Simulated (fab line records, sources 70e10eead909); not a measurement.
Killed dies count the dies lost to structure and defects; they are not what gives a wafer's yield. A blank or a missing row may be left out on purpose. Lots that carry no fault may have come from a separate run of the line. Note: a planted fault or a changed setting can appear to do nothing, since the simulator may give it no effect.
fab line records || flow nand_harc || part 2 of 2: steps 29 to 37 of 37
record {"lots": 5, "wafers": 15, "last_day": 31}
route steps=1302 shown A_STAIRCASE@793
lots with no fault: from the same line, run without faults
start_h: hours from the record's opening day to when the first of the lot's shown wafers began || wait_h: time in hours since the lot's previous step || " as in the row above || L1.1+2: several wafers, shown together as one row || - either no value or no given start || * or withheld: withheld || < > ~ a bound
route shown NAME@n: a module of which the file shows steps, and the number in the route of the first || usual: mean/standard deviation of fault-free wafers || same: alike in all rows || chamber/n: place in a boat || sites: the reading at each site || _std_site: how widely they spread, as a standard deviation || _edge_site: mean of outer sites minus mean of inner sites || radius_mm: how far each site lies from the wafer's centre || mask NAME#n: copy n || behind: the tool/chamber that last shaped the wafer || hold: what put the lot on hold/how long, in hours/how the hold closed || device: the n, p or np transistor that did not switch || end of line: the route-end tests of the same wafers || where a step has no rows: the recipe by itself || killed: count of dies lost to structure and defects at first sort (not the wafer's yield) || map: a wafer's dies, x killed, . not, _ none there
set.NAME: the setting as run; set.NAME@STEP: as run at that earlier step || model.NAME: the simulator's own value behind a step, which no gauge read
certain route steps with their lots: each step a table, each wafer a row
services: when a tool's chamber went out of use (start_h, in hours from the record's first day, below 0 if earlier), for how many hours, and the reason
## steps
# step NHARC_A_STAIRCASE_EBR_306
{"lot.wafer": "L078.2+4+6", "tool": "litho_track-02", "chamber": 0, "start_h": "-", "wait_h": "-"}
{"lot.wafer": "L080.1+2+3", "tool": "litho_track-07", "chamber": 0, "start_h": "-", "wait_h": "-"}
{"lot.wafer": "L081.2+3+6", "tool": "litho_track-02", "chamber": 0, "start_h": "-", "wait_h": "-"}
{"lot.wafer": "L089.1+3+6", "tool": "litho_track-02", "chamber": 0, "start_h": "-", "wait_h": "-"}
{"lot.wafer": "L090.1+4+5", "tool": "litho_track-03", "chamber": 0, "start_h": "-", "wait_h": "-"}
# step NHARC_A_STAIRCASE_EXPOSE_307
# recipe {"na": 0.5, "dose_mj": 45.72, "mask_id": "CHOP_50"}
# usual {"stage_vel_mm_s": "500.03/0.23"}
{"lot.wafer": "L078.2", "tool": "krf_scanner-04", "chamber": 0, "start_h": 424.42, "wait_h": "-", "mask": "CHOP_50#0", "stage_vel_mm_s": 499.77}
{"lot.wafer": "L078.4", "tool": "krf_scanner-04", "chamber": 0, "start_h": 424.42, "wait_h": "-", "mask": "CHOP_50#0", "stage_vel_mm_s": 499.91}
{"lot.wafer": "L078.6", "tool": "krf_scanner-04", "chamber": 0, "start_h": 424.42, "wait_h": "-", "mask": "CHOP_50#0", "stage_vel_mm_s": 499.98}
{"lot.wafer": "L080.1", "tool": "krf_scanner-03", "chamber": 0, "start_h": 444.58, "wait_h": "-", "mask": "CHOP_50#0", "stage_vel_mm_s": 499.92}
{"lot.wafer": "L080.2", "tool": "krf_scanner-03", "chamber": 0, "start_h": 444.58, "wait_h": "-", "mask": "CHOP_50#0", "stage_vel_mm_s": 500.17}
{"lot.wafer": "L080.3", "tool": "krf_scanner-03", "chamber": 0, "start_h": 444.58, "wait_h": "-", "mask": "CHOP_50#0", "stage_vel_mm_s": 500.47}
{"lot.wafer": "L081.2", "tool": "krf_scanner-04", "chamber": 0, "start_h": 471.44, "wait_h": "-", "mask": "CHOP_50#0", "stage_vel_mm_s": 499.88}
{"lot.wafer": "L081.3", "tool": "krf_scanner-04", "chamber": 0, "start_h": 471.44, "wait_h": "-", "mask": "CHOP_50#0", "stage_vel_mm_s": 499.82}
{"lot.wafer": "L081.6", "tool": "krf_scanner-04", "chamber": 0, "start_h": 471.44, "wait_h": "-", "mask": "CHOP_50#0", "stage_vel_mm_s": 499.94}
{"lot.wafer": "L089.1", "tool": "krf_scanner-03", "chamber": 0, "start_h": 524.33, "wait_h": "-", "mask": "CHOP_50#0", "stage_vel_mm_s": 499.80}
{"lot.wafer": "L089.3", "tool": "krf_scanner-03", "chamber": 0, "start_h": 524.33, "wait_h": "-", "mask": "CHOP_50#0", "stage_vel_mm_s": 499.89}
{"lot.wafer": "L089.6", "tool": "krf_scanner-03", "chamber": 0, "start_h": 524.33, "wait_h": "-", "mask": "CHOP_50#0", "stage_vel_mm_s": 499.60}
{"lot.wafer": "L090.1", "tool": "krf_scanner-02", "chamber": 0, "start_h": 557.27, "wait_h": "-", "mask": "CHOP_50#0", "stage_vel_mm_s": 500.10}
{"lot.wafer": "L090.4", "tool": "krf_scanner-02", "chamber": 0, "start_h": 557.27, "wait_h": "-", "mask": "CHOP_50#0", "stage_vel_mm_s": 500.11}
{"lot.wafer": "L090.5", "tool": "krf_scanner-02", "chamber": 0, "start_h": 557.27, "wait_h": "-", "mask": "CHOP_50#0", "stage_vel_mm_s": 499.98}
# step NHARC_A_STAIRCASE_PEB_308
# recipe {"peb_temp_c": 115, "peb_time_s": 130}
{"lot.wafer": "L078.2+4+6", "tool": "litho_track-07", "chamber": 0, "start_h": 424.48, "wait_h": 0.1}
{"lot.wafer": "L080.1+2+3", "tool": "litho_track-02", "chamber": 0, "start_h": 444.65, "wait_h": 0.1}
{"lot.wafer": "L081.2+3+6", "tool": "litho_track-03", "chamber": 0, "start_h": 471.50, "wait_h": 0.1}
{"lot.wafer": "L089.1+3+6", "tool": "litho_track-02", "chamber": 0, "start_h": 524.40, "wait_h": 0.1}
{"lot.wafer": "L090.1+4+5", "tool": "litho_track-03", "chamber": 0, "start_h": 557.34, "wait_h": 0.1}
# step NHARC_A_STAIRCASE_DEVELOP_309
# recipe {"time_s": 140}
# same {"time_s": 140}
{"lot.wafer": "L078.2+4+6", "tool": "litho_track-07", "chamber": 0, "start_h": "-", "wait_h": "-"}
{"lot.wafer": "L080.1+2+3", "tool": "litho_track-02", "chamber": 0, "start_h": "-", "wait_h": "-"}
{"lot.wafer": "L081.2+3+6", "tool": "litho_track-03", "chamber": 0, "start_h": "-", "wait_h": "-"}
{"lot.wafer": "L089.1+3+6", "tool": "litho_track-02", "chamber": 0, "start_h": "-", "wait_h": "-"}
{"lot.wafer": "L090.1+4+5", "tool": "litho_track-03", "chamber": 0, "start_h": "-", "wait_h": "-"}
# step NHARC_A_STAIRCASE_HARDBAKE_311
# recipe {"temp_c": 120, "time_s": 140}
# same {"time_s": 140}
{"lot.wafer": "L078.2+4+6", "tool": "litho_track-03", "chamber": 0, "start_h": 424.70, "wait_h": "-"}
{"lot.wafer": "L080.1+2+3", "tool": "litho_track-07", "chamber": 0, "start_h": 444.87, "wait_h": "-"}
{"lot.wafer": "L081.2+3+6", "tool": "litho_track-02", "chamber": 0, "start_h": 471.73, "wait_h": "-"}
{"lot.wafer": "L089.1+3+6", "tool": "litho_track-07", "chamber": 0, "start_h": 524.62, "wait_h": "-"}
{"lot.wafer": "L090.1+4+5", "tool": "litho_track-07", "chamber": 0, "start_h": 557.56, "wait_h": "-"}
# step NHARC_A_STAIRCASE_DESCUM_312
# recipe {"time_s": 3, "o2_flow_sccm": 200, "ar_flow_sccm": 0, "bias_power_w": 0, "chemistry": "O2"}
# usual {"drypump_motor_current_A": "5.9/0.59", "o2_flow_sccm": "200.1/0.62", "oes_product_au": "1.003/0.012", "rf_vpp_V": "57.8/0.9", "showerhead_plenum_p_Torr": "1.94/0.077", "throttle_valve_pct": "11.312/0.0093"}
# same {"time_s": 3}
{"lot.wafer": "L078.2", "tool": "rie_diel-02", "chamber": 0, "start_h": 424.81, "wait_h": "-", "drypump_motor_current_A": 6.6, "o2_flow_sccm": 199.6, "oes_product_au": 0.993, "rf_hours_counter_h": 6, "rf_vpp_V": 57.8, "showerhead_plenum_p_Torr": 2.05, "throttle_valve_pct": 11.308}
{"lot.wafer": "L078.4", "tool": "rie_diel-02", "chamber": 1, "start_h": 424.81, "wait_h": "-", "drypump_motor_current_A": 6.6, "o2_flow_sccm": 200.5, "oes_product_au": 0.992, "rf_hours_counter_h": "-", "rf_vpp_V": 58.3, "showerhead_plenum_p_Torr": 1.80, "throttle_valve_pct": 11.305}
{"lot.wafer": "L078.6", "tool": "rie_diel-02", "chamber": 0, "start_h": 424.81, "wait_h": "-", "drypump_motor_current_A": 6.6, "o2_flow_sccm": 199.3, "oes_product_au": 1.010, "rf_hours_counter_h": "-", "rf_vpp_V": 58.2, "showerhead_plenum_p_Torr": 2.05, "throttle_valve_pct": 11.317}
{"lot.wafer": "L080.3", "tool": "rie_diel-13", "chamber": 0, "start_h": 444.96, "wait_h": "-", "drypump_motor_current_A": 5.3, "o2_flow_sccm": 200.4, "oes_product_au": 1.001, "rf_hours_counter_h": 30, "rf_vpp_V": 57.5, "showerhead_plenum_p_Torr": 1.90, "throttle_valve_pct": 11.314}
{"lot.wafer": "L080.2", "tool": "rie_diel-13", "chamber": 2, "start_h": 444.96, "wait_h": "-", "drypump_motor_current_A": 4.9, "o2_flow_sccm": 199.7, "oes_product_au": 1.014, "rf_hours_counter_h": 27, "rf_vpp_V": 56.9, "showerhead_plenum_p_Torr": 1.82, "throttle_valve_pct": 11.328}
{"lot.wafer": "L080.1", "tool": "rie_diel-13", "chamber": 3, "start_h": 444.96, "wait_h": "-", "drypump_motor_current_A": 6.0, "o2_flow_sccm": 200.3, "oes_product_au": 0.994, "rf_hours_counter_h": 29, "rf_vpp_V": 56.5, "showerhead_plenum_p_Torr": 1.90, "throttle_valve_pct": 11.300}
{"lot.wafer": "L081.3", "tool": "rie_diel-13", "chamber": 3, "start_h": 471.86, "wait_h": "-", "drypump_motor_current_A": 6.0, "o2_flow_sccm": 200.9, "oes_product_au": 1.002, "rf_hours_counter_h": 37, "rf_vpp_V": 58.2, "showerhead_plenum_p_Torr": 1.90, "throttle_valve_pct": 11.314}
{"lot.wafer": "L081.2", "tool": "rie_diel-13", "chamber": 0, "start_h": 471.86, "wait_h": "-", "drypump_motor_current_A": 5.3, "o2_flow_sccm": 200.6, "oes_product_au": 0.995, "rf_hours_counter_h": 38, "rf_vpp_V": 59.2, "showerhead_plenum_p_Torr": 1.90, "throttle_valve_pct": 11.306}
{"lot.wafer": "L081.6", "tool": "rie_diel-13", "chamber": 3, "start_h": 471.86, "wait_h": "-", "drypump_motor_current_A": 6.0, "o2_flow_sccm": 199.6, "oes_product_au": 0.994, "rf_hours_counter_h": "-", "rf_vpp_V": 57.8, "showerhead_plenum_p_Torr": 1.90, "throttle_valve_pct": 11.317}
{"lot.wafer": "L089.3", "tool": "rie_diel-04", "chamber": 2, "start_h": 524.73, "wait_h": "-", "drypump_motor_current_A": 5.0, "o2_flow_sccm": 199.7, "oes_product_au": 1.001, "rf_hours_counter_h": 43, "rf_vpp_V": 57.7, "showerhead_plenum_p_Torr": 1.92, "throttle_valve_pct": 11.324}
{"lot.wafer": "L089.1", "tool": "rie_diel-04", "chamber": 3, "start_h": 524.73, "wait_h": "-", "drypump_motor_current_A": 5.6, "o2_flow_sccm": 199.8, "oes_product_au": 1.022, "rf_hours_counter_h": 55, "rf_vpp_V": 58.4, "showerhead_plenum_p_Torr": 1.98, "throttle_valve_pct": 11.316}
{"lot.wafer": "L089.6", "tool": "rie_diel-04", "chamber": 1, "start_h": 524.73, "wait_h": "-", "drypump_motor_current_A": 5.8, "o2_flow_sccm": 200.4, "oes_product_au": 1.002, "rf_hours_counter_h": "-", "rf_vpp_V": 58.3, "showerhead_plenum_p_Torr": 1.97, "throttle_valve_pct": 11.301}
{"lot.wafer": "L090.4", "tool": "rie_diel-04", "chamber": 1, "start_h": 557.65, "wait_h": "-", "drypump_motor_current_A": 5.8, "o2_flow_sccm": 200.5, "oes_product_au": 1.012, "rf_hours_counter_h": 8, "rf_vpp_V": 57.4, "showerhead_plenum_p_Torr": 1.96, "throttle_valve_pct": 11.314}
{"lot.wafer": "L090.1", "tool": "rie_diel-04", "chamber": 2, "start_h": 557.65, "wait_h": "-", "drypump_motor_current_A": 5.0, "o2_flow_sccm": 200.1, "oes_product_au": 1.009, "rf_hours_counter_h": 9, "rf_vpp_V": 56.3, "showerhead_plenum_p_Torr": 1.91, "throttle_valve_pct": 11.316}
{"lot.wafer": "L090.5", "tool": "rie_diel-04", "chamber": 1, "start_h": 557.65, "wait_h": "-", "drypump_motor_current_A": 5.8, "o2_flow_sccm": 200.2, "oes_product_au": 1.021, "rf_hours_counter_h": "-", "rf_vpp_V": 57.5, "showerhead_plenum_p_Torr": 1.96, "throttle_valve_pct": 11.318}
# step NHARC_A_STAIRCASE_ETCH_313
# recipe {"cf4_flow_sccm": 100, "chf3_flow_sccm": 30, "ar_flow_sccm": 0, "rf_w": 500, "bias_w": 200, "chemistry": "CF4/CHF3"}
# usual {"drypump_motor_current_A": "5.9/0.58", "oes_product_au": "0.941/0.022", "rf_vpp_V": "371.3/2.1", "showerhead_plenum_p_Torr": "1.59/0.059", "throttle_valve_pct": "16.803/0.0086"}
{"lot.wafer": "L078.2", "tool": "rie_diel-02", "chamber": 3, "start_h": 424.92, "wait_h": 0.1, "drypump_motor_current_A": 6.7, "oes_product_au": 0.965, "rf_hours_counter_h": 3, "rf_vpp_V": 370.9, "showerhead_plenum_p_Torr": 1.57, "throttle_valve_pct": 16.796}
{"lot.wafer": "L078.6", "tool": "rie_diel-02", "chamber": 0, "start_h": 424.92, "wait_h": 0.1, "drypump_motor_current_A": 6.6, "oes_product_au": 0.981, "rf_hours_counter_h": "-", "rf_vpp_V": 373.7, "showerhead_plenum_p_Torr": 1.68, "throttle_valve_pct": 16.812}
{"lot.wafer": "L078.4", "tool": "rie_diel-02", "chamber": 1, "start_h": 424.92, "wait_h": 0.1, "drypump_motor_current_A": 6.6, "oes_product_au": 0.953, "rf_hours_counter_h": "-", "rf_vpp_V": 367.4, "showerhead_plenum_p_Torr": 1.48, "throttle_valve_pct": 16.787}
{"lot.wafer": "L080.3", "tool": "rie_diel-13", "chamber": 3, "start_h": 445.05, "wait_h": 0.1, "drypump_motor_current_A": 6.1, "oes_product_au": 0.914, "rf_hours_counter_h": 29, "rf_vpp_V": 370.8, "showerhead_plenum_p_Torr": 1.56, "throttle_valve_pct": 16.805}
{"lot.wafer": "L080.2", "tool": "rie_diel-13", "chamber": 1, "start_h": 445.05, "wait_h": 0.1, "drypump_motor_current_A": 6.5, "oes_product_au": 0.931, "rf_hours_counter_h": 29, "rf_vpp_V": 374.5, "showerhead_plenum_p_Torr": 1.68, "throttle_valve_pct": 16.798}
{"lot.wafer": "L080.1", "tool": "rie_diel-13", "chamber": 2, "start_h": 445.05, "wait_h": 0.1, "drypump_motor_current_A": 4.9, "oes_product_au": 0.933, "rf_hours_counter_h": 27, "rf_vpp_V": 367.8, "showerhead_plenum_p_Torr": 1.50, "throttle_valve_pct": 16.801}
{"lot.wafer": "L081.2", "tool": "rie_diel-13", "chamber": 2, "start_h": 472.00, "wait_h": 0.1, "drypump_motor_current_A": 4.9, "oes_product_au": 0.921, "rf_hours_counter_h": 38, "rf_vpp_V": 370.6, "showerhead_plenum_p_Torr": 1.50, "throttle_valve_pct": 16.804}
{"lot.wafer": "L081.3", "tool": "rie_diel-13", "chamber": 3, "start_h": 472.00, "wait_h": 0.1, "drypump_motor_current_A": 6.0, "oes_product_au": 0.922, "rf_hours_counter_h": 37, "rf_vpp_V": 370.9, "showerhead_plenum_p_Torr": 1.56, "throttle_valve_pct": 16.791}
{"lot.wafer": "L081.6", "tool": "rie_diel-13", "chamber": 1, "start_h": 472.00, "wait_h": 0.1, "drypump_motor_current_A": 6.5, "oes_product_au": 0.906, "rf_hours_counter_h": "-", "rf_vpp_V": 374.1, "showerhead_plenum_p_Torr": 1.68, "throttle_valve_pct": 16.796}
{"lot.wafer": "L089.3", "tool": "rie_diel-04", "chamber": 0, "start_h": 524.81, "wait_h": 0.1, "drypump_motor_current_A": 5.9, "oes_product_au": 0.985, "rf_hours_counter_h": 61, "rf_vpp_V": 372.2, "showerhead_plenum_p_Torr": 1.60, "throttle_valve_pct": 16.798}
{"lot.wafer": "L089.1", "tool": "rie_diel-04", "chamber": 1, "start_h": 524.81, "wait_h": 0.1, "drypump_motor_current_A": 5.9, "oes_product_au": 0.964, "rf_hours_counter_h": 64, "rf_vpp_V": 372.6, "showerhead_plenum_p_Torr": 1.61, "throttle_valve_pct": 16.791}
{"lot.wafer": "L089.6", "tool": "rie_diel-04", "chamber": 2, "start_h": 524.81, "wait_h": 0.1, "drypump_motor_current_A": 5.0, "oes_product_au": 0.984, "rf_hours_counter_h": "-", "rf_vpp_V": 370.6, "showerhead_plenum_p_Torr": 1.58, "throttle_valve_pct": 16.802}
{"lot.wafer": "L090.1", "tool": "rie_diel-04", "chamber": 2, "start_h": 557.74, "wait_h": 0.1, "drypump_motor_current_A": 5.0, "oes_product_au": 0.948, "rf_hours_counter_h": 9, "rf_vpp_V": 372.2, "showerhead_plenum_p_Torr": 1.57, "throttle_valve_pct": 16.797}
{"lot.wafer": "L090.4", "tool": "rie_diel-04", "chamber": 1, "start_h": 557.74, "wait_h": 0.1, "drypump_motor_current_A": 5.8, "oes_product_au": 0.945, "rf_hours_counter_h": 8, "rf_vpp_V": 373.9, "showerhead_plenum_p_Torr": 1.61, "throttle_valve_pct": 16.810}
{"lot.wafer": "L090.5", "tool": "rie_diel-04", "chamber": 2, "start_h": 557.74, "wait_h": 0.1, "drypump_motor_current_A": 5.0, "oes_product_au": 0.946, "rf_hours_counter_h": "-", "rf_vpp_V": 370.7, "showerhead_plenum_p_Torr": 1.57, "throttle_valve_pct": 16.798}
# step NHARC_A_STAIRCASE_HM_OPEN_463
# recipe {"o2_flow_sccm": 400, "cos_flow_sccm": 20, "ar_flow_sccm": 0, "rf_w": 500, "bias_w": 300, "chemistry": "O2/COS"}
# usual {"drypump_motor_current_A": "6.0/0.57", "o2_flow_sccm": "399.9/1.2", "oes_product_au": "1.006/0.013", "rf_vpp_V": "468.0/2.6", "showerhead_plenum_p_Torr": "3.16/0.12", "throttle_valve_pct": "28.330/0.0087"}
{"lot.wafer": "L078.2", "tool": "rie_diel-02", "chamber": 3, "start_h": "-", "wait_h": "-", "drypump_motor_current_A": 6.7, "o2_flow_sccm": 401.6, "oes_product_au": 1.009, "rf_hours_counter_h": 3, "rf_vpp_V": 468.8, "showerhead_plenum_p_Torr": 3.11, "throttle_valve_pct": 28.332}
{"lot.wafer": "L078.4", "tool": "rie_diel-02", "chamber": 3, "start_h": "-", "wait_h": "-", "drypump_motor_current_A": 6.7, "o2_flow_sccm": 402.0, "oes_product_au": 1.006, "rf_hours_counter_h": "-", "rf_vpp_V": 467.8, "showerhead_plenum_p_Torr": 3.11, "throttle_valve_pct": 28.333}
{"lot.wafer": "L078.6", "tool": "rie_diel-02", "chamber": 0, "start_h": "-", "wait_h": "-", "drypump_motor_current_A": 6.7, "o2_flow_sccm": 401.3, "oes_product_au": 0.999, "rf_hours_counter_h": "-", "rf_vpp_V": 471.2, "showerhead_plenum_p_Torr": 3.34, "throttle_valve_pct": 28.330}
{"lot.wafer": "L080.1", "tool": "rie_diel-13", "chamber": 2, "start_h": "-", "wait_h": "-", "drypump_motor_current_A": 4.9, "o2_flow_sccm": 400.7, "oes_product_au": 1.017, "rf_hours_counter_h": 27, "rf_vpp_V": 463.8, "showerhead_plenum_p_Torr": 2.97, "throttle_valve_pct": 28.325}
{"lot.wafer": "L080.3", "tool": "rie_diel-13", "chamber": 3, "start_h": "-", "wait_h": "-", "drypump_motor_current_A": 6.0, "o2_flow_sccm": 398.6, "oes_product_au": 0.995, "rf_hours_counter_h": 29, "rf_vpp_V": 467.3, "showerhead_plenum_p_Torr": 3.10, "throttle_valve_pct": 28.321}
{"lot.wafer": "L080.2", "tool": "rie_diel-13", "chamber": 1, "start_h": "-", "wait_h": "-", "drypump_motor_current_A": 6.5, "o2_flow_sccm": 400.5, "oes_product_au": 1.001, "rf_hours_counter_h": 29, "rf_vpp_V": 472.3, "showerhead_plenum_p_Torr": 3.33, "throttle_valve_pct": 28.335}
{"lot.wafer": "L081.3", "tool": "rie_diel-13", "chamber": 0, "start_h": "-", "wait_h": "-", "drypump_motor_current_A": 5.3, "o2_flow_sccm": 398.3, "oes_product_au": 1.009, "rf_hours_counter_h": 38, "rf_vpp_V": 464.9, "showerhead_plenum_p_Torr": 3.10, "throttle_valve_pct": 28.342}
{"lot.wafer": "L081.2", "tool": "rie_diel-13", "chamber": 1, "start_h": "-", "wait_h": "-", "drypump_motor_current_A": 6.5, "o2_flow_sccm": 400.7, "oes_product_au": 0.988, "rf_hours_counter_h": 40, "rf_vpp_V": 470.7, "showerhead_plenum_p_Torr": 3.32, "throttle_valve_pct": 28.328}
{"lot.wafer": "L081.6", "tool": "rie_diel-13", "chamber": 2, "start_h": "-", "wait_h": "-", "drypump_motor_current_A": 4.9, "o2_flow_sccm": 398.8, "oes_product_au": 1.007, "rf_hours_counter_h": "-", "rf_vpp_V": 464.1, "showerhead_plenum_p_Torr": 2.97, "throttle_valve_pct": 28.304}
{"lot.wafer": "L089.3", "tool": "rie_diel-04", "chamber": 0, "start_h": "-", "wait_h": "-", "drypump_motor_current_A": 5.9, "o2_flow_sccm": 399.1, "oes_product_au": 1.019, "rf_hours_counter_h": 61, "rf_vpp_V": 466.7, "showerhead_plenum_p_Torr": 3.18, "throttle_valve_pct": 28.318}
{"lot.wafer": "L089.1", "tool": "rie_diel-04", "chamber": 1, "start_h": "-", "wait_h": "-", "drypump_motor_current_A": 5.9, "o2_flow_sccm": 400.1, "oes_product_au": 1.006, "rf_hours_counter_h": 64, "rf_vpp_V": 468.3, "showerhead_plenum_p_Torr": 3.20, "throttle_valve_pct": 28.318}
{"lot.wafer": "L089.6", "tool": "rie_diel-04", "chamber": 3, "start_h": "-", "wait_h": "-", "drypump_motor_current_A": 5.6, "o2_flow_sccm": 400.0, "oes_product_au": 1.015, "rf_hours_counter_h": "-", "rf_vpp_V": 469.4, "showerhead_plenum_p_Torr": 3.22, "throttle_valve_pct": 28.326}
{"lot.wafer": "L090.1", "tool": "rie_diel-04", "chamber": 2, "start_h": "-", "wait_h": "-", "drypump_motor_current_A": 5.0, "o2_flow_sccm": 401.4, "oes_product_au": 1.024, "rf_hours_counter_h": 9, "rf_vpp_V": 465.6, "showerhead_plenum_p_Torr": 3.12, "throttle_valve_pct": 28.336}
{"lot.wafer": "L090.4", "tool": "rie_diel-04", "chamber": 3, "start_h": "-", "wait_h": "-", "drypump_motor_current_A": 5.6, "o2_flow_sccm": 400.8, "oes_product_au": 1.001, "rf_hours_counter_h": 9, "rf_vpp_V": 468.5, "showerhead_plenum_p_Torr": 3.22, "throttle_valve_pct": 28.338}
{"lot.wafer": "L090.5", "tool": "rie_diel-04", "chamber": 0, "start_h": "-", "wait_h": "-", "drypump_motor_current_A": 5.9, "o2_flow_sccm": 399.5, "oes_product_au": 1.031, "rf_hours_counter_h": "-", "rf_vpp_V": 468.3, "showerhead_plenum_p_Torr": 3.17, "throttle_valve_pct": 28.326}
# step NHARC_A_STAIRCASE_STRIP_464
# recipe {"o2_flow_sccm": 400, "cos_flow_sccm": 20, "ar_flow_sccm": 0, "bias_w": 0, "chemistry": "O2/COS"}
{"lot.wafer": "L078.2+6+4", "tool": "rie_diel-02", "chamber": "1,1,0", "start_h": "-", "wait_h": "-"}
{"lot.wafer": "L080.2+3+1", "tool": "rie_diel-13", "chamber": "3,1,2", "start_h": "-", "wait_h": "-"}
{"lot.wafer": "L081.3+2+6", "tool": "rie_diel-13", "chamber": "2,0,1", "start_h": "-", "wait_h": "-"}
{"lot.wafer": "L089.1+3+6", "tool": "rie_diel-04", "chamber": "1,0,1", "start_h": "-", "wait_h": "-"}
{"lot.wafer": "L090.1+4+5", "tool": "rie_diel-04", "chamber": "2,3,1", "start_h": "-", "wait_h": "-"}
## services
{"tool": "rie_diel-02", "chamber": 2, "start_h": 395.21, "hours": 33.8, "kind": "repair"}
{"tool": "krf_scanner-03", "chamber": "-", "start_h": 396.00, "hours": 4.0, "kind": "pm"}
{"tool": "rie_diel-02", "chamber": "-", "start_h": 396.42, "hours": 9.0, "kind": "pm"}
{"tool": "litho_track-02", "chamber": "-", "start_h": 402.00, "hours": 7.0, "kind": "pm"}
{"tool": "wet_bench-04", "chamber": "-", "start_h": 403.20, "hours": 8.0, "kind": "pm"}
{"tool": "rie_diel-02", "chamber": 3, "start_h": 405.54, "hours": 8.1, "kind": "repair"}
{"tool": "rie_diel-13", "chamber": 2, "start_h": 418.27, "hours": 18.2, "kind": "repair"}
{"tool": "litho_track-07", "chamber": "-", "start_h": 426.00, "hours": 7.0, "kind": "pm"}
{"tool": "wet_bench-09", "chamber": "-", "start_h": 428.38, "hours": 1.4, "kind": "repair"}
{"tool": "acl_dep-02", "chamber": "-", "start_h": 428.46, "hours": 13.0, "kind": "pm"}
{"tool": "wet_bench-05", "chamber": "-", "start_h": 436.86, "hours": 8.0, "kind": "pm"}
{"tool": "krf_scanner-02", "chamber": "-", "start_h": 438.00, "hours": 4.0, "kind": "pm"}
{"tool": "rie_diel-04", "chamber": 2, "start_h": 440.61, "hours": 33.2, "kind": "repair"}
{"tool": "litho_track-03", "chamber": "-", "start_h": 450.00, "hours": 7.0, "kind": "pm"}
{"tool": "pecvd-04", "chamber": "-", "start_h": 450.16, "hours": 13.0, "kind": "pm"}
{"tool": "wet_bench-09", "chamber": "-", "start_h": 450.83, "hours": 3.5, "kind": "repair"}
{"tool": "krf_scanner-02", "chamber": "-", "start_h": 452.41, "hours": 0.4, "kind": "repair"}
{"tool": "krf_scanner-02", "chamber": "-", "start_h": 468.80, "hours": 0.8, "kind": "repair"}
{"tool": "pecvd-01", "chamber": "-", "start_h": 492.25, "hours": 13.0, "kind": "pm"}
{"tool": "pecvd-01", "chamber": "-", "start_h": 516.97, "hours": 3.1, "kind": "repair"}
{"tool": "rie_diel-13", "chamber": "-", "start_h": 519.17, "hours": 9.0, "kind": "pm"}
{"tool": "wet_bench-09", "chamber": "-", "start_h": 528.80, "hours": 8.0, "kind": "pm"}
{"tool": "rie_diel-04", "chamber": "-", "start_h": 532.03, "hours": 9.0, "kind": "pm"}
{"tool": "rie_diel-13", "chamber": 2, "start_h": 547.64, "hours": 2.1, "kind": "repair"}
